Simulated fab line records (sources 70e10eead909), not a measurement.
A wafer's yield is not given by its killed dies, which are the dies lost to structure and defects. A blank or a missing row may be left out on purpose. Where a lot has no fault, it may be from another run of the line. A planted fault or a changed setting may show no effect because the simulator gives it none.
One fault seen from 2 desks | flow nand-harc | only its own numbers are on each desk; what lay behind them is given at the end

AT THE METROLOGY DESK
Means of the sampled wafers that have a number, per lot and without regard to the tool the lot ran on: this is what the gauges read. Marked OUT: a lot whose mean sits more than 4 standard deviations from the usual mean, which makes it out of limits; the brackets give that distance.
Columns: A = overlay-x-nm at NHARC_HYBRID_BOND_OVL_MEAS_05, usual 0 nm; B = overlay-y-nm at NHARC_HYBRID_BOND_OVL_MEAS_05, usual -5 nm; C = cd-nm at NHARC_THIN_TSV_CD_MEAS_37, usual 4999.5 nm
lot  | first seen here | A   | B   | C
L180 | day 23 14:13    | -7  | -1  | 4999.3
L181 | day 24 11:42    | -10 | -31 | 4996.5
L182 | day 25 00:35    | -9  | -11 | 5003.3
L184 | day 25 00:35    | -9  | -9  | 5001.1
L189 | day 27 12:39    | -19 | 3   | 4997.2
L192 | day 28 04:29    | -33 | 2   | 4998.1
L194 | day 29 08:10    | -6  | -18 | 4997.8
L197 | day 30 02:29    | -42 | 11  | 5001.8
L201 | day 31 10:33    | 5   | -18 | 4998.1
L199 | day 31 10:34    | -3  | -15 | 5001.7
L200 | day 32 08:52    | 6   | -27 | 4996.7
L202 | day 33 14:34    | -11 | -9  | 5000.2
L203 | day 33 20:11    | 10  | 4   | 4998.8
This desk's finding: nothing out of limits on any of the 13 lots.

THE TOOL OWNER'S DESK: rie-diel-08
The tool's own readings at NHARC_A_CHANNEL_FILL_D2_ETCHBACK_20 (etches the open film in C4F8/O2/Ar, target depth 27 nm, time 13.5 s): means of the sampled wafers that have a number, for each lot that ran on this tool. Marked OUT: a lot whose mean sits more than 4 standard deviations from the usual mean, which makes it out of limits; the brackets give that distance.
Columns: A = oes-product-au at NHARC_A_CHANNEL_FILL_D2_ETCHBACK_20, usual 0.987 a.u.; B = rf-vpp-V at NHARC_A_CHANNEL_FILL_D2_ETCHBACK_20, usual 979 V
lot  | first seen here | A     | B
L184 | day 16 03:52    | 1.009 | 976
L189 | day 18 21:07    | 0.954 | 978
L192 | day 19 06:47    | 0.991 | 978
L199 | day 22 07:38    | 0.992 | 974
This desk's finding: nothing out of limits on any of the 4 lots.

PUT TOGETHER
At the metrology desk, nothing out of limits was observed.
The desk of the tool owner found nothing out of limits.

WHAT WAS PUT IN BY THE SIMULATOR
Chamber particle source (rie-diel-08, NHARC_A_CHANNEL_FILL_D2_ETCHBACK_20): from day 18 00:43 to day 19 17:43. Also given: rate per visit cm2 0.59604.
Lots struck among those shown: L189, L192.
